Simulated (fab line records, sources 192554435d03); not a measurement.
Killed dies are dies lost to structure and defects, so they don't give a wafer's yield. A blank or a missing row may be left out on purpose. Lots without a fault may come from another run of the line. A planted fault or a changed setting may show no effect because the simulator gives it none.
A struck lot beside a sound one | flow n5_finfet | 15 steps out of a route of 1938
Sound: wafers L921.1, L921.2, L921.4. Struck: wafer L928.4. (L928.1 of the same lot was not struck and is left out.) The cause comes at the end.
At each step with rows: each side's tool, then ch and its chambers, then its first start. Under that, the readings that differ: sound wafers | struck wafers | difference of the means | sigmas: that difference in standard deviations of wafers without a fault.
alike: readings whose means differ by less than 2 such deviations, and words and numbers that are the same on both sides. not compared: withheld readings, readings that some wafer has no value for, bounds like >300 that may hide the same value, and numbers for which the record gives no deviation and whose values overlap.
The two part at a step that has a row with sigmas, a row that says differs or no value, or rows on one side only. Numbers that don't overlap but have no deviation are shown without sigmas and don't part them. A reading that every wafer of one side lacks parts them only if that side has two wafers or more.

first, 1 step without rows for these wafers: N5_BEOL_M7_STRIP_80 (strips in N2/H2, time 10 s).
N5_BEOL_M7_OCD_MEAS_38:
  sound on ocd-01, day 11 07:55; struck on ocd-01, day 13 07:03
  alike: trench_depth_nm
then, 4 steps without rows for these wafers: N5_BEOL_M7_HM_STRIP_39 (strips TiN in peroxide tin strip, target depth 25 nm, time 158 s); N5_BEOL_M7_SRD_40 (time 30 s); N5_BEOL_M7_PRECLEAN_42 (cleans in residue remover, time 60 s); N5_BEOL_M7_SRD_43 (time 30 s).
N5_BEOL_M7_CD_MEAS_35: target cd 40 nm.
  sound on cd_sem-01, day 11 08:04; struck on cd_sem-02, day 13 07:13
  alike: cd_nm
N5_BEOL_M7_CURE_75: cures SiCOH lowk, time 120 s.
  sound on uv_cure-01 ch 2, day 11 08:07; struck on uv_cure-03 ch 0, day 13 07:24
  reading            | sound             | struck | difference | sigmas
  lamp_power_pct (%) | 52.43 52.32 52.26 | 52.20  | -0.14      | -2
  alike: wafer_temp_C_max
N5_BEOL_M7_DEGAS_44: time 60 s.
  sound on pvd_sputter-02, day 11 08:37; struck on pvd_sputter-01, day 13 07:44
  alike: heater_power_w
N5_BEOL_M7_PRE_CLEAN_45: time 30 s.
  sound on pvd_sputter-02, day 11 08:39; struck on pvd_sputter-01, day 13 07:46
  alike: heater_power_w
then, 1 step without rows for these wafers: N5_BEOL_M7_ALD_77 (deposits TaN, target thk 2 nm, pulse time 2 s, purge time 3 s).
N5_BEOL_M7_SURFACE_TREAT_79:
  sound on pvd_sputter-03, day 11 09:00; struck on pvd_sputter-03, day 13 08:07
  not compared: pressure_mtorr, throttle_valve_pct
N5_BEOL_M7_CVD_78: deposits Co from CCTBA/H2, target thk 2 nm, time 142.3 s.
  sound on cvd_co-02 ch 1,2, day 11 09:04; struck on cvd_co-02 ch 1, day 13 08:24
  reading          | sound             | struck | difference | sigmas
  run_length_s (s) | 165.5 164.3 165.4 | 225.9  | +60.8      | +99 or more
N5_BEOL_M7_SPUTTER_48: material Cu, target thk 10 nm, time 1.667 s.
  sound on pvd_sputter-02, day 11 09:14; struck on pvd_sputter-02, day 13 08:51
  alike: chamber_pressure_pa, throttle_valve_pct
-- the record jumps here: 3 days lie between the struck wafers' starts before and after (it left off in module BEOL_M7 and takes up again in module PASSIVATION, whose first step shown is number 1936 of the route) --
N5_PASSIVATION_PROBE_49:
  the record has rows for the struck wafers here (prober-02, day 16 10:54) and none for the sound ones

WHERE THEY PART
First at N5_BEOL_M7_CURE_75; last, within this record, at N5_PASSIVATION_PROBE_49.

WHY: what the simulator had put in
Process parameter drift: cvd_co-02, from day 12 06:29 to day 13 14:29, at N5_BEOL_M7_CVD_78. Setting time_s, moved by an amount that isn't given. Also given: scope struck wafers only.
